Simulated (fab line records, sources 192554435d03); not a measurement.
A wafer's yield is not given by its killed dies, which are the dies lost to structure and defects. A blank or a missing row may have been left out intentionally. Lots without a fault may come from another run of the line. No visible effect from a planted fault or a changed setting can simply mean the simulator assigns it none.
Which of the tools did it? ; flow n5-finfet ; route of 1938 steps, sampled at 1 step: 12 lots, 36 wafers

## WHAT THE GAUGES READ, wafer by wafer
N5_MOL_CONTACT_COAG_CD_MEAS_101: target cd 16 nm.
lot;measured;on;cd-nm (nm)
L075;day 5 14:59;cd-sem-03;15.67 16.06 16.23
L077;day 6 00:28;cd-sem-01;15.91 15.92 15.97
L079;day 6 12:18;cd-sem-03;16.02 15.70 15.89
L081;day 7 07:13;cd-sem-03;16.27 15.87 16.03
L083;day 7 15:19;cd-sem-02;16.02 15.78 15.98
L086;day 8 07:17;cd-sem-03;16.31 15.98 16.28
L087;day 8 15:55;cd-sem-01;15.86 15.87 15.73
L089;day 9 01:14;cd-sem-03;15.68 15.33 15.64
L091;day 9 08:57;cd-sem-01;15.93 16.14 16.13
L093;day 9 23:04;cd-sem-03;16.17 16.44 15.98
L095;day 10 08:54;cd-sem-02;15.71 15.62 15.76
L097;day 10 20:01;cd-sem-03;15.82 15.86 15.99

## TOOL THAT RAN EACH LOT (tool first, then ch and the chambers of the sampled wafers, then the start)
Record: no process step prior to these readings.

## THE ANSWER, worked out from the rows above alone
Rule: the lots themselves supply what counts as usual. The widest of any qualifying gaps counts: lots, ordered by their means at a reading, are off when they make up no more than a third of the lots, leave a main group of 4 or more, and stand apart from it by 3 or more times the standard deviation of that group's means. A main group is skipped when, at the precision printed for the reading in the tables above, its means are all equal. Also off: a lot with no number at a reading for which 4 or more lots have one. Any other lot the step has rows for is counted as sound.
No lot is off at any reading shown: from this, nothing can be told.

## WHAT THE SIMULATOR HAD INSERTED
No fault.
